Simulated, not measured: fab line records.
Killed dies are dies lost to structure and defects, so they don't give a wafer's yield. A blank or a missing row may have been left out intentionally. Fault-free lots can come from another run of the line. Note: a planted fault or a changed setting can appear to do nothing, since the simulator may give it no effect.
Matching of chambers ; flow n5Finfet ; rieDiel-05 running N5_BEOL_M4_DESCUM_33: 4 sister chambers
The step chemistry O2, time 7 s. 16 wafers are shown with their chamber, then 8 later ones without.

## WAFERS PAIRED WITH THEIR CHAMBERS
wafer;chamber;showerheadPlenumPTorr (Torr);drypumpMotorCurrentA (A);throttleValvePct (%)
L077.2;0;2.21;5.7;20.52
L077.5;1;2.10;6.6;20.30
L077.6;0;2.21;5.7;20.52
L078.1;0;2.21;5.7;20.53
L078.4;1;2.10;6.6;20.28
L078.6;0;2.21;5.7;20.50
L079.1;1;2.10;6.6;20.27
L079.3;0;2.21;5.7;20.53
L079.5;2;2.17;6.1;20.76
L086.2;2;2.16;6.0;20.82
L086.3;3;2.01;5.9;20.67
L086.4;0;2.20;5.7;20.57
L083.1;3;2.01;6.0;20.66
L083.2;1;2.09;6.6;20.34
L083.3;0;2.20;5.7;20.56
L083.4;2;2.16;6.0;20.80

SIGNATURES (averages over the wafers above)
reading;chamber 0;chamber 1;chamber 2;chamber 3;scatter within a chamber
showerheadPlenumPTorr;2.2071;2.0975;2.1633;2.0100;0.00487
drypumpMotorCurrentA;5.700;6.600;6.033;5.950;0.0312
throttleValvePct;20.5329;20.2975;20.7933;20.6650;0.0264
Rule: distance of a wafer from a chamber = root of the sum over the readings of ((wafer's reading minus chamber's mean) / reading's scatter) squared. The wafer belongs to the nearest chamber; if the next one is less than 2 further off, it can't be placed. The scatter: take each reading less its chamber's mean, square it, sum over the shown wafers, divide by the number of wafers less the number of chambers, and take the root.

## WAFERS WHOSE CHAMBER IS MISSING
wafer;showerheadPlenumPTorr (Torr);drypumpMotorCurrentA (A);throttleValvePct (%)
L083.5;2.01;6.0;20.68
L083.6;2.16;6.0;20.80
L087.1;2.09;6.6;20.34
L087.4;2.16;6.0;20.80
L087.6;2.09;6.6;20.33
L095.4;2.15;6.1;20.83
L095.5;2.08;6.6;20.37
L095.6;2.15;6.1;20.84

## WHICH CHAMBER EACH ONE RAN IN
wafer;from the rows above;in truth
L083.5;3;3
L083.6;2;2
L087.1;1;1
L087.4;2;2
L087.6;1;1
L095.4;2;2
L095.5;1;1
L095.6;2;2
Correctly placed: 8 of 8. Number that these rows cannot place: 0. Placed wrongly: 0.
